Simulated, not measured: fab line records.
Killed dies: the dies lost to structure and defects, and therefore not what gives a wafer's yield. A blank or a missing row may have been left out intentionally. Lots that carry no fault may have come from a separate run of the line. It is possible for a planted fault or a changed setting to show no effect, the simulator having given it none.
fab line records    flow n5-finfet    part 1 of 2: steps 1 to 22 of 32
record lots=5  wafers=15  last-day=19
route steps=1938 shown MOL_CONTACT_COAG@564
lots that met no fault: taken from a fault-free run of the same line
start-h: the number of hours between the record's first day and the start of the first shown wafer of the lot    wait-h: how many hours have passed since the lot's step before this one    " repeats the value in the row above    L1.1+2: several wafers, shown together as one row    - no value present, or no start provided    * or withheld: withheld    < > ~ a bound
route shown NAME@n: NAME is a module with steps in the file, n the number in the route of the first one    usual: mean/standard deviation of fault-free wafers    same: alike in all rows    chamber/n: place in a boat    sites: readings site by site    _std_site: standard deviation of those values    _edge_site: outer sites' mean less inner sites'    radius-mm: for every site, how far away it sits from the centre of the wafer    mask NAME#n: copy n    behind: the last tool/chamber to shape the wafer    hold: why the lot went on hold/how many hours it stayed there/how the hold came to an end    device: the n, p or np transistor that did not switch    end of line: the route-end tests of the same wafers    a step given without rows: its recipe and nothing more    killed: dies lost to structure and defects at the first sort, not the wafer's yield    map: dies across one wafer; x = killed, . = not, _ = none there
set.NAME: the setting the step ran with; set.NAME@STEP: the setting that earlier step ran with    model.NAME: the simulator's own value behind a step, which no gauge read
lots at some steps of the route; a table a step, a row a wafer
services: a tool's chamber out of use, with start hour (start-h, from the record's first day; less than 0 if before it), hours out, and reason
## steps
# step N5_MOL_CONTACT_COAG_COAT_75
# recipe resist=SOC  temp-c=250  time-s=60  spin-rpm=1500  resist-thk-nm=60
lot.wafer   tool            chamber  start-h  wait-h
L085.1+4+6  litho-track-02  0        163.55   0.0
L091.1+3+6  litho-track-03  0        203.43   0.0
L093.2+3+6  litho-track-03  0        216.35   0.1
L094.3+5+6  litho-track-02  0        226.91   0.0
L095.1+2+5  litho-track-04  0        230.55   0.0
# step N5_MOL_CONTACT_COAG_COAT_76
# recipe resist=SiARC  temp-c=220  time-s=60  spin-rpm=1500  resist-thk-nm=10
lot.wafer   tool            chamber  start-h  wait-h
L085.1+4+6  litho-track-02  0        -        -
L091.1+3+6  litho-track-03  0        -        -
L093.2+3+6  litho-track-03  0        -        -
L094.3+5+6  litho-track-02  0        -        -
L095.1+2+5  litho-track-04  0        -        -
# step N5_MOL_CONTACT_COAG_COAT_77
# recipe resist=underlayer  temp-c=205  time-s=60  spin-rpm=1500  resist-thk-nm=10
lot.wafer   tool            chamber  start-h  wait-h
L085.1+4+6  litho-track-02  0        -        -
L091.1+3+6  litho-track-03  0        -        -
L093.2+3+6  litho-track-03  0        -        -
L094.3+5+6  litho-track-02  0        -        -
L095.1+2+5  litho-track-04  0        -        -
# step N5_MOL_CONTACT_COAG_COAT_78
# recipe resist=CAR-EUV  spin-rpm=1500  resist-thk-nm=40
lot.wafer   tool            chamber  start-h  wait-h
L085.1+4+6  litho-track-02  0        -        -
L091.1+3+6  litho-track-03  0        -        -
L093.2+3+6  litho-track-03  0        -        -
L094.3+5+6  litho-track-02  0        -        -
L095.1+2+5  litho-track-04  0        -        -
# step N5_MOL_CONTACT_COAG_EBR_80
# recipe solvent=PGMEA  ebr-width-mm=1.5
lot.wafer   tool            chamber  start-h  wait-h
L085.1+4+6  litho-track-02  0        -        -
L091.1+3+6  litho-track-03  0        -        -
L093.2+3+6  litho-track-03  0        -        -
L094.3+5+6  litho-track-02  0        -        -
L095.1+2+5  litho-track-04  0        -        -
# step N5_MOL_CONTACT_COAG_SOFTBAKE_79
# recipe temp-c=110  time-s=60  resist=CAR-EUV
lot.wafer   tool            chamber  start-h  wait-h
L085.1+4+6  litho-track-02  0        -        -
L091.1+3+6  litho-track-03  0        -        -
L093.2+3+6  litho-track-03  0        -        -
L094.3+5+6  litho-track-02  0        -        -
L095.1+2+5  litho-track-04  0        -        -
# step N5_MOL_CONTACT_COAG_EXPOSE_81
# recipe mask-id=VG  na=0.33  source-shape=annular  sigma-inner=0.3  sigma-outer=0.7  polarization=unpolarized  defocus-nm=0  dose-mj=59.5
# usual focus-offset-nm=0.0/0.54
lot.wafer  tool            chamber  start-h  wait-h  mask  focus-offset-nm
L085.1     euv-scanner-01  0        163.69   -       VG#0  0.1
L085.4     "               0        "        "       VG#0  -0.5
L085.6     "               0        "        "       VG#0  0.3
L091.1     euv-scanner-02  0        203.69   -       VG#0  -0.4
L091.3     "               0        "        "       VG#0  -0.3
L091.6     "               0        "        "       VG#0  0.2
L093.2     euv-scanner-02  0        216.50   -       VG#0  0.3
L093.3     "               0        "        "       VG#0  0.0
L093.6     "               0        "        "       VG#0  0.4
L094.3     euv-scanner-02  0        227.07   -       VG#0  -0.2
L094.5     "               0        "        "       VG#0  0.3
L094.6     "               0        "        "       VG#0  0.8
L095.1     euv-scanner-02  0        230.69   -       VG#0  -0.2
L095.2     "               0        "        "       VG#0  -0.5
L095.5     "               0        "        "       VG#0  0.0
# step N5_MOL_CONTACT_COAG_PEB_82
# recipe peb-temp-c=100  peb-time-s=60  resist=CAR-EUV
lot.wafer   tool            chamber  start-h  wait-h
L085.1+4+6  litho-track-02  0        163.77   0.1
L091.1+3+6  litho-track-03  0        203.77   0.1
L093.2+3+6  litho-track-02  0        216.57   0.1
L094.3+5+6  litho-track-02  0        227.13   0.1
L095.1+2+5  litho-track-02  0        230.77   0.1
# step N5_MOL_CONTACT_COAG_DEVELOP_83
# recipe develop-time-s=30  developer=TMAH  resist=CAR-EUV  rinse-liquid=surfactant-rinse  dry=air-spin  dev-temp-c=23
lot.wafer   tool            chamber  start-h  wait-h
L085.1+4+6  litho-track-02  0        -        -
L091.1+3+6  litho-track-03  0        -        -
L093.2+3+6  litho-track-02  0        -        -
L094.3+5+6  litho-track-02  0        -        -
L095.1+2+5  litho-track-02  0        -        -
# step N5_MOL_CONTACT_COAG_CD_MEAS_84
# recipe target-cd-nm=25.1  landing-energy-ev=500  detector=se-inlens  polarity=opening
# usual cd-nm=25.11/0.21
lot.wafer  tool       chamber  start-h  wait-h  cd-nm
L085.1     cd-sem-02  0        163.83   -       24.98
L085.4     "          0        "        "       24.90
L085.6     "          0        "        "       25.05
L091.1     cd-sem-01  0        203.84   -       25.30
L091.3     "          0        "        "       25.53
L091.6     "          0        "        "       24.83
L093.2     cd-sem-01  0        216.64   -       25.24
L093.3     "          0        "        "       25.15
L093.6     "          0        "        "       25.04
L094.3     cd-sem-02  0        227.20   -       25.32
L094.5     "          0        "        "       25.28
L094.6     "          0        "        "       24.89
L095.1     cd-sem-02  0        230.83   -       25.29
L095.2     "          0        "        "       25.38
L095.5     "          0        "        "       25.23
# step N5_MOL_CONTACT_COAG_OVL_MEAS_85
# recipe points-per-wafer=522
# usual VG_OVL=0.1/0.63
lot.wafer  tool        chamber  start-h  wait-h  VG_OVL[nm]
L085.1     overlay-01  0        163.86   0.0     0.5
L085.4     "           0        "        "       0.6
L085.6     "           0        "        "       0.9
L091.1     overlay-01  0        203.87   0.0     -0.2
L091.3     "           0        "        "       -0.2
L091.6     "           0        "        "       -0.7
L093.2     overlay-01  0        216.67   0.0     0.6
L093.3     "           0        "        "       -0.4
L093.6     "           0        "        "       -0.2
L094.3     overlay-01  0        227.24   0.0     0.8
L094.5     "           0        "        "       0.8
L094.6     "           0        "        "       -0.2
L095.1     overlay-02  0        230.86   0.0     -1.1
L095.2     "           0        "        "       -1.8
L095.5     "           0        "        "       -0.6
# step N5_MOL_CONTACT_COAG_INSPECT_57
# recipe mode=adi  inspect-instrument=brightfield
# usual raw-defect-count=219/55
lot.wafer  tool               chamber  start-h  wait-h  raw-defect-count
L085.1     defect-inspect-01  -        163.92   0.1     371
L085.4     "                  -        "        "       289
L085.6     "                  -        "        "       277
L091.1     defect-inspect-02  -        203.93   0.1     192
L091.3     "                  -        "        "       313
L091.6     "                  -        "        "       404
L093.2     defect-inspect-01  -        216.72   0.0     305
L093.3     "                  -        "        "       223
L093.6     "                  -        "        "       223
L094.3     defect-inspect-01  -        227.28   0.0     210
L094.5     "                  -        "        "       204
L094.6     "                  -        "        "       237
L095.1     defect-inspect-01  -        230.92   0.1     155
L095.2     "                  -        "        "       197
L095.5     "                  -        "        "       239
# step N5_MOL_CONTACT_COAG_DESCUM_88
# recipe chemistry=O2  time-s=7  source-power-w=50  bias-power-w=20  pressure-mtorr=20  rf-frequency-hz=2.712e+07  temp-c=40  resist=CAR-EUV  o2-flow-sccm=225
# usual drypump-motor-current-A=5.6/0.37  oes-product-au=0.78/0.1  rf-vpp-V=242.9/1.3  showerhead-plenum-p-Torr=2.08/0.069  throttle-valve-pct=20.53/0.26
lot.wafer  tool         chamber  start-h  wait-h  drypump-motor-current-A  oes-product-au  rf-hours-counter-h  rf-vpp-V  showerhead-plenum-p-Torr  throttle-valve-pct
L085.1     rie-diel-06  2        164.60   0.7     5.5                      0.83            89                  244.6     2.11                      20.22
L085.4     "            3        "        "       4.9                      0.70            234                 242.4     2.06                      20.99
L085.6     "            0        "        "       5.7                      0.71            -                   242.4     2.06                      20.70
L091.1     rie-diel-05  3        204.07   0.1     5.4                      0.69            216                 243.1     2.07                      20.90
L091.3     "            1        "        "       6.5                      0.70            224                 240.6     1.99                      20.71
L091.6     "            0        "        "       6.5                      0.91            -                   241.5     2.06                      19.96
L093.2     rie-diel-03  0        216.76   0.0     5.7                      0.72            182                 241.4     1.99                      20.67
L093.3     "            3        "        "       5.3                      0.69            226                 241.5     2.06                      20.39
L093.6     "            0        "        "       5.7                      0.72            -                   243.2     1.99                      20.67
L094.3     rie-diel-06  0        227.93   0.6     5.7                      0.96            9                   244.3     2.05                      20.33
L094.5     "            2        "        "       5.5                      0.79            -                   242.9     2.10                      20.27
L094.6     "            3        "        "       4.9                      1.03            -                   243.1     2.06                      20.59
L095.1     rie-diel-03  3        231.79   0.9     5.3                      0.69            233                 241.9     2.06                      20.42
L095.2     "            0        "        "       5.7                      0.71            189                 241.9     1.99                      20.67
L095.5     "            1        "        "       5.5                      0.98            -                   242.1     2.06                      20.57
# step N5_MOL_CONTACT_COAG_ETCH_89
# recipe chemistry=N2/H2  target=underlayer  target-depth-a=130  mask-material=CAR-EUV  time-s=10.4  ion-energy-ev=200  pressure-mtorr=30  source-w=840  bias-w=150  n2-flow-sccm=200  h2-flow-sccm=200  ends=cleared
# usual drypump-motor-current-A=5.7/0.37  etch-rf-on-time-s=10.42/0.17  oes-product-au=0.67/0.085  rf-vpp-V=523.3/2.5  showerhead-plenum-p-Torr=2.52/0.083  throttle-valve-pct=18.00/0.25
lot.wafer  tool         chamber  start-h  wait-h  drypump-motor-current-A  etch-rf-on-time-s  oes-product-au  rf-hours-counter-h  rf-vpp-V  showerhead-plenum-p-Torr  throttle-valve-pct
L085.1     rie-diel-06  2        164.63   0.0     5.6                      10.55              0.70            89                  522.8     2.57                      17.79
L085.4     "            3        "        "       5.0                      10.45              0.60            234                 523.0     2.51                      18.44
L085.6     "            0        "        "       5.7                      10.33              0.60            -                   524.7     2.50                      18.12
L091.1     rie-diel-05  3        204.10   0.0     5.4                      10.39              0.59            216                 522.2     2.51                      18.36
L091.3     "            1        "        "       6.5                      10.42              0.60            224                 520.1     2.42                      18.20
L091.6     "            0        "        "       6.5                      10.14              0.79            -                   523.8     2.49                      17.36
L093.2     rie-diel-03  0        216.79   0.0     5.7                      10.78              0.62            182                 519.4     2.43                      18.20
L093.3     "            3        "        "       5.3                      10.72              0.58            226                 523.6     2.51                      17.86
L093.6     "            0        "        "       5.7                      10.82              0.62            -                   521.2     2.43                      18.23
L094.3     rie-diel-06  0        227.97   0.0     5.7                      10.27              0.80            9                   521.8     2.49                      17.75
L094.5     "            2        "        "       5.5                      10.56              0.67            -                   524.0     2.56                      17.85
L094.6     "            3        "        "       4.9                      10.10              0.88            -                   521.8     2.50                      18.01
L095.1     rie-diel-03  3        231.83   0.0     5.3                      10.55              0.58            233                 522.3     2.51                      17.86
L095.2     "            0        "        "       5.7                      10.68              0.61            189                 521.8     2.43                      18.25
L095.5     "            1        "        "       5.5                      10.24              0.84            -                   523.9     2.50                      17.95
# step N5_MOL_CONTACT_COAG_ETCH_90
# recipe chemistry=CF4  target=SiARC  target-depth-a=130  mask-material=CAR-EUV  time-s=21.7  ion-energy-ev=80  pressure-mtorr=40  source-w=545  bias-w=36  Ar_flow_sccm=100  cf4-flow-sccm=100  ends=cleared
# usual drypump-motor-current-A=5.6/0.37  etch-rf-on-time-s=21.7/0.31  oes-product-au=0.67/0.085  rf-vpp-V=183.8/1.1  showerhead-plenum-p-Torr=2.12/0.068  throttle-valve-pct=15.71/0.26
lot.wafer  tool         chamber  start-h  wait-h  drypump-motor-current-A  etch-rf-on-time-s  oes-product-au  rf-hours-counter-h  rf-vpp-V  showerhead-plenum-p-Torr  throttle-valve-pct
L085.1     rie-diel-06  2        164.65   0.0     5.6                      21.7               0.70            89                  184.1     2.16                      15.42
L085.4     "            3        "        "       4.9                      21.8               0.59            234                 183.1     2.11                      16.14
L085.6     "            0        "        "       5.7                      21.5               0.60            -                   184.1     2.11                      15.93
L091.1     rie-diel-05  3        204.12   0.0     5.4                      21.9               0.59            216                 183.2     2.12                      16.08
L091.3     "            1        "        "       6.5                      21.7               0.60            224                 182.6     2.04                      15.88
L091.6     "            0        "        "       6.4                      21.2               0.79            -                   183.0     2.10                      15.06
L093.2     rie-diel-03  0        216.81   0.0     5.7                      22.3               0.61            182                 184.2     2.05                      15.90
L093.3     "            3        "        "       5.3                      22.0               0.60            226                 183.7     2.11                      15.66
L093.6     "            0        "        "       5.7                      22.2               0.62            -                   182.6     2.05                      15.89
L094.3     rie-diel-06  0        227.99   0.0     5.7                      21.4               0.81            9                   184.3     2.11                      15.47
L094.5     "            2        "        "       5.5                      21.9               0.68            -                   184.3     2.15                      15.46
L094.6     "            3        "        "       4.9                      21.4               0.87            -                   183.5     2.11                      15.66
L095.1     rie-diel-03  3        231.85   0.0     5.3                      21.8               0.59            233                 184.0     2.11                      15.69
L095.2     "            0        "        "       5.7                      22.2               0.61            189                 183.5     2.05                      15.89
L095.5     "            1        "        "       5.4                      21.1               0.85            -                   182.3     2.10                      15.57
# step N5_MOL_CONTACT_COAG_ALD_131
# recipe material=SiO2  target-thk-a=50  temp-c=100  ald-precursor-family=BDEAS  ald-co-reactant=O2-plasma  pulse-time-s=1  co-reactant-pulse-time-s=1  purge-time-s=2  co-reactant-purge-time-s=2  ald-cycles=35  pressure-torr=2
# usual heater-power-w=79/7  precursor-pulse-height-rel=0.999/0.019
# same pulse-time-s=1
lot.wafer  tool        chamber  start-h  wait-h  heater-power-w  precursor-pulse-height-rel
L085.1     ald-sin-01  3        164.74   0.1     66              0.984
L085.4     "           2        "        "       83              1.026
L085.6     "           0        "        "       89              0.989
L091.1     ald-sin-01  1        204.20   0.1     74              0.990
L091.3     "           2        "        "       82              0.986
L091.6     "           0        "        "       92              0.979
L093.2     ald-sin-03  2        216.89   0.1     80              1.034
L093.3     "           0        "        "       79              1.010
L093.6     "           0        "        "       76              1.006
L094.3     ald-sin-03  3        228.07   0.1     85              0.970
L094.5     "           3        "        "       83              1.006
L094.6     "           2        "        "       81              1.003
L095.1     ald-sin-03  2        231.93   0.1     80              0.991
L095.2     "           0        "        "       78              0.994
L095.5     "           2        "        "       78              0.985
# step N5_MOL_CONTACT_COAG_ETCHBACK_132
# recipe chemistry=CHF3  target=SiO2  target-depth-a=100  time-s=6.7  ion-energy-ev=200  pressure-mtorr=30  source-w=610  bias-w=170  Ar_flow_sccm=200  CHF3_flow_sccm=50
# usual drypump-motor-current-A=5.7/0.4  oes-product-au=0.79/0.1  rf-vpp-V=520/4.8  showerhead-plenum-p-Torr=2.35/0.069  throttle-valve-pct=18.82/0.27
lot.wafer  tool         chamber  start-h  wait-h  drypump-motor-current-A  oes-product-au  rf-hours-counter-h  rf-vpp-V  showerhead-plenum-p-Torr  throttle-valve-pct
L085.1     rie-diel-06  3        165.04   0.2     4.9                      0.69            234                 530       2.35                      19.30
L085.4     "            1        "        "       5.8                      0.77            135                 519       2.30                      18.92
L085.6     "            0        "        "       5.7                      0.71            -                   528       2.35                      19.03
L091.1     rie-diel-06  2        204.38   0.1     5.5                      0.80            106                 520       2.39                      18.53
L091.3     "            0        "        "       5.7                      0.99            0                   527       2.35                      18.63
L091.6     "            2        "        "       5.5                      0.79            -                   521       2.39                      18.54
L093.2     rie-diel-06  0        217.41   0.4     5.7                      0.95            5                   527       2.34                      18.65
L093.3     "            2        "        "       5.6                      0.79            111                 521       2.39                      18.55
L093.6     "            2        "        "       5.6                      0.78            -                   520       2.39                      18.57
L094.3     rie-diel-03  1        228.50   0.4     5.5                      1.00            1                   520       2.34                      18.74
L094.5     "            1        "        "       5.4                      1.00            -                   520       2.33                      18.76
L094.6     "            2        "        "       5.8                      0.88            -                   523       2.52                      18.62
L095.1     rie-diel-06  2        232.12   0.1     5.5                      0.79            118                 520       2.39                      18.58
L095.2     "            3        "        "       4.9                      1.00            3                   529       2.35                      18.89
L095.5     "            1        "        "       5.8                      0.75            -                   517       2.29                      18.96
# step N5_MOL_CONTACT_COAG_ETCH_91
# recipe chemistry=N2/H2  target=SOC  target-depth-a=600  overetch-a=210  mask-material=SiARC  temp-c=40  time-s=101.2  ion-energy-ev=200  pressure-mtorr=30  source-w=840  bias-w=150  n2-flow-sccm=200  h2-flow-sccm=200
# usual drypump-motor-current-A=5.7/0.4  oes-product-au=0.66/0.082  rf-vpp-V=523.3/2.2  showerhead-plenum-p-Torr=2.52/0.077  throttle-valve-pct=17.97/0.27
lot.wafer  tool         chamber  start-h  wait-h  drypump-motor-current-A  oes-product-au  rf-hours-counter-h  rf-vpp-V  showerhead-plenum-p-Torr  throttle-valve-pct
L085.1     rie-diel-06  3        165.07   0.0     4.9                      0.58            234                 524.7     2.50                      18.41
L085.4     "            1        "        "       5.8                      0.64            135                 521.6     2.44                      17.97
L085.6     "            0        "        "       5.7                      0.59            -                   523.2     2.50                      18.10
L091.1     rie-diel-06  2        204.41   0.0     5.5                      0.67            106                 524.5     2.57                      17.78
L091.3     "            0        "        "       5.7                      0.83            0                   522.6     2.50                      17.69
L091.6     "            2        "        "       5.6                      0.67            -                   523.8     2.57                      17.79
L093.2     rie-diel-06  0        217.45   0.0     5.7                      0.79            5                   523.1     2.50                      17.69
L093.3     "            2        "        "       5.6                      0.67            111                 523.7     2.57                      17.81
L093.6     "            2        "        "       5.6                      0.66            -                   523.1     2.57                      17.79
L094.3     rie-diel-03  1        228.54   0.0     5.5                      0.83            1                   522.0     2.50                      17.91
L094.5     "            1        "        "       5.5                      0.83            -                   522.8     2.50                      17.91
L094.6     "            2        "        "       5.8                      0.73            -                   528.7     2.69                      17.76
L095.1     rie-diel-06  2        232.16   0.0     5.5                      0.66            118                 524.1     2.56                      17.82
L095.2     "            3        "        "       4.9                      0.83            3                   523.7     2.50                      17.98
L095.5     "            1        "        "       5.8                      0.63            -                   521.5     2.43                      18.01
# step N5_MOL_CONTACT_COAG_STRIP_92
# recipe chemistry=N2/H2  temp-c=40  n2-flow-sccm=200  h2-flow-sccm=200  rf-frequency-hz=6e+07
lot.wafer   tool         chamber  start-h  wait-h
L085.1+4+6  rie-diel-06  3,1,0    165.14   0.0
L091.1+3+6  rie-diel-06  2,0,2    204.48   0.0
L093.2+3+6  rie-diel-06  0,2,2    217.52   0.0
L094.3+5+6  rie-diel-03  1,1,2    228.61   0.0
L095.1+2+5  rie-diel-06  2,3,1    232.23   0.0
# step N5_MOL_CONTACT_COAG_STRIP_93
# recipe chemistry=N2/H2  temp-c=40  n2-flow-sccm=200  h2-flow-sccm=200  rf-frequency-hz=6e+07
lot.wafer   tool         chamber  start-h  wait-h
L085.1+4+6  rie-diel-06  3,1,0    165.15   0.0
L091.1+3+6  rie-diel-06  2,0,2    204.49   0.0
L093.2+3+6  rie-diel-06  0,2,2    217.53   0.0
L094.3+5+6  rie-diel-03  1,1,2    228.62   0.0
L095.1+2+5  rie-diel-06  2,3,1    232.24   0.0
# step N5_MOL_CONTACT_COAG_ETCHBACK_135
# recipe chemistry=CHF3  target=SiO2  target-depth-a=250  time-s=16.7  ion-energy-ev=200  pressure-mtorr=30  source-w=610  bias-w=170  Ar_flow_sccm=200  CHF3_flow_sccm=50
# usual drypump-motor-current-A=5.7/0.4  oes-product-au=0.79/0.1  rf-vpp-V=520/4.7  showerhead-plenum-p-Torr=2.35/0.069  throttle-valve-pct=18.82/0.27
lot.wafer  tool         chamber  start-h  wait-h  drypump-motor-current-A  oes-product-au  rf-hours-counter-h  rf-vpp-V  showerhead-plenum-p-Torr  throttle-valve-pct
L085.1     rie-diel-06  3        165.16   0.0     4.9                      0.69            234                 529       2.35                      19.28
L085.4     "            1        "        "       5.8                      0.78            135                 520       2.30                      18.95
L085.6     "            0        "        "       5.7                      0.71            -                   528       2.35                      19.04
L091.1     rie-diel-06  2        204.50   0.0     5.5                      0.79            106                 519       2.39                      18.55
L091.3     "            0        "        "       5.7                      0.98            0                   526       2.35                      18.63
L091.6     "            2        "        "       5.5                      0.80            -                   520       2.39                      18.54
L093.2     rie-diel-06  0        217.54   0.0     5.7                      0.97            5                   526       2.34                      18.63
L093.3     "            2        "        "       5.5                      0.79            111                 519       2.39                      18.55
L093.6     "            2        "        "       5.5                      0.79            -                   519       2.39                      18.56
L094.3     rie-diel-03  1        228.63   0.0     5.5                      1.00            1                   519       2.33                      18.75
L094.5     "            1        "        "       5.5                      0.99            -                   521       2.33                      18.75
L094.6     "            2        "        "       5.9                      0.88            -                   523       2.52                      18.61
L095.1     rie-diel-06  2        232.25   0.0     5.5                      0.79            118                 520       2.39                      18.55
L095.2     "            3        "        "       4.9                      1.01            3                   528       2.35                      18.90
L095.5     "            1        "        "       5.8                      0.74            -                   521       2.29                      18.97
# step N5_MOL_CONTACT_COAG_STRIP_118
# recipe chemistry=CHF3  resist=SiARC  rf-frequency-hz=6e+07
lot.wafer   tool         chamber  start-h  wait-h
L085.1+4+6  rie-diel-06  3,1,0    165.18   0.0
L091.1+3+6  rie-diel-06  2,0,2    204.53   0.0
L093.2+3+6  rie-diel-06  0,2,2    217.56   0.0
L094.3+5+6  rie-diel-03  1,1,2    228.65   0.0
L095.1+2+5  rie-diel-06  2,3,1    232.27   0.0
